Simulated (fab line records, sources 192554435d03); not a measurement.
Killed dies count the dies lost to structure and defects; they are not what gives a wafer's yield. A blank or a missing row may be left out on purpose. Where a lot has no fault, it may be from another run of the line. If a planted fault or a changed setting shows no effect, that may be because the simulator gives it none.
Split-lot experiment -- flow n5-finfet -- route with 1938 steps; 7 lots, 21 wafers read

== SPLIT DETAILS ==
At N5_FIN_SAQP_ETCH_65 (etches SiO2 in CF4, target depth 4 nm, time 4.4 s), the setting time-s was moved away from the recipe's 4.4 s on 8 of the 21 wafers read, by -21.7% to +14.3%. The other wafers ran this setting at the recipe's value.

Reading taken at the split's own step.

== THE READING ==
etch.depth-nm (the simulator's own value, which no gauge read), in nm, at N5_FIN_SAQP_ETCH_65 (etches SiO2 in CF4, target depth 4 nm, time 4.4 s). There is no usual value for it anywhere in the file. Here, 13 wafers ran the recipe; their average is 3.973 nm with a standard deviation of 0.042 nm.

wafer,"tool, chamber at the split","time-s as run, s",against the recipe,"etch.depth-nm, nm",against lot-mates on the recipe
L075.1,"rie-si-02, 1",4.4,recipe,4.022,-
L075.2,"rie-si-02, 2",4.4,recipe,4.014,-
L075.3,"rie-si-02, 3",3.855,-12.4%,3.482,-0.536
L077.1,"rie-si-06, 2",4.4,recipe,4.033,-
L077.2,"rie-si-06, 0",3.756,-14.6%,3.385,-0.648
L077.5,"rie-si-06, 2",3.756,-14.6%,3.441,-0.592
L085.1,"rie-si-05, 2",4.4,recipe,3.968,-
L085.3,"rie-si-05, 1",4.756,+8.1%,4.311,+0.343
L085.4,"rie-si-05, 3",4.756,+8.1%,4.297,+0.329
L088.2,"rie-si-06, 0",5.029,+14.3%,4.502,+0.557
L088.3,"rie-si-06, 1",4.4,recipe,3.949,-
L088.6,"rie-si-06, 0",4.4,recipe,3.941,-
L091.2,"rie-si-06, 1",4.4,recipe,4.029,-
L091.3,"rie-si-06, 3",4.4,recipe,3.977,-
L091.6,"rie-si-06, 0",4.4,recipe,4.008,-
L092.1,"rie-si-06, 0",4.4,recipe,3.935,-
L092.3,"rie-si-06, 1",4.4,recipe,3.948,-
L092.4,"rie-si-06, 3",3.444,-21.7%,3.072,-0.869
L097.2,"rie-si-06, 2",4.712,+7.1%,4.298,+0.383
L097.5,"rie-si-06, 0",4.4,recipe,3.925,-
L097.6,"rie-si-06, 3",4.4,recipe,3.906,-

FIT RESULTS
A straight line over all 21 wafers: etch.depth-nm changes by +0.0398 nm for each +1% of time-s; r = +0.99; the points scatter about the line by 0.04 nm.
The same after taking each lot's own level away (the mean of its wafers on the recipe; 21 wafers): +0.0416 nm for each +1%; r = +1.00; scatter 0.027 nm.
On that fit, the largest move of time-s shifts the reading by 0.9 nm.
Measured against the standard deviation above, the lots' own levels, which go from 3.9155 to 4.0330 nm, span 2.8 times it.
Consequently the slope shifts little with the lot-to-lot level, the two slopes agreeing.
Check: -0.918 nm against its lot-mates is what the line predicts for one of the wafers moved furthest among these (-21.7%) when that wafer is left out of the fit. It came out at -0.869 nm against them.

== OTHER SPLITS APPLIED TO THESE WAFERS ==
Other splits were also applied to these wafers ahead of the reading. Each is held against what the fit with the lots' levels taken away leaves over:
other split on the same wafers,wafers away from the commonest value,r with etch.depth-nm (lot level and that fit taken away)
N5_WELL_APT_EXPOSE_05 dose-mj,8,-0.31
N5_WELL_APT_DEVELOP_07 develop-time-s,6,+0.08
N5_PMOS_HMC_CHANNEL_EPI_PEB_07 peb-time-s,4,+0.12
N5_PMOS_HMC_CHANNEL_EPI_ETCH_32 bias-w,6,+0.08

== FILE'S OWN FIT ==
etch.depth-nm changes by +0.0414 nm for each +1% of time-s, r = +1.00.
